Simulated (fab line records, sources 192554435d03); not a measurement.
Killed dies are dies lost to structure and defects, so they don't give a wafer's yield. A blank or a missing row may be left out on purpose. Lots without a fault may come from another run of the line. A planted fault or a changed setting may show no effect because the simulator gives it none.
Chamber matching | flow n5_finfet | N5_FIN_SAQP_ETCH_69 on rie_diel-06: 4 sister chambers
The step etches SOC in N2/H2, stops on SiNx, target depth 150 nm. 4 wafers are shown with their chamber, then 6 later ones without.

WAFERS WITH THEIR CHAMBER
wafer  | chamber | drypump_motor_current_A (A)
L840.3 | 2       | 5.5
L840.6 | 1       | 6.7
L846.2 | 3       | 5.2
L846.4 | 0       | 5.3

WAFERS WITHOUT THEIR CHAMBER
wafer  | drypump_motor_current_A (A)
L846.6 | 5.5
L848.1 | 5.1
L848.5 | 5.3
L849.1 | 5.1
L849.2 | 5.3
L849.6 | 6.7

WHICH CHAMBER EACH WENT THROUGH
wafer  | from the rows above     | in truth
L846.6 | 2                       | 2
L848.1 | can't be placed: 3 or 0 | 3
L848.5 | can't be placed: 0 or 3 | 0
L849.1 | can't be placed: 3 or 0 | 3
L849.2 | can't be placed: 0 or 3 | 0
L849.6 | 1                       | 1
Placed correctly: 2 of 6. Can't be placed from these rows: 4 (the true chamber is among the candidates in 4). Placed wrongly: 0.
How it was worked out, from the rows above alone: a wafer's distance from a chamber is the root of the sum, over the readings, of the square of ((its reading less the chamber's mean) divided by the reading's scatter). The wafer belongs to the nearest chamber; if the next one is less than 2 further off, it can't be placed. A chamber's mean is the mean of its shown wafers. The scatter: with one shown wafer a chamber, the root of the mean of the squares of how far each hidden wafer lies from its nearest shown one.
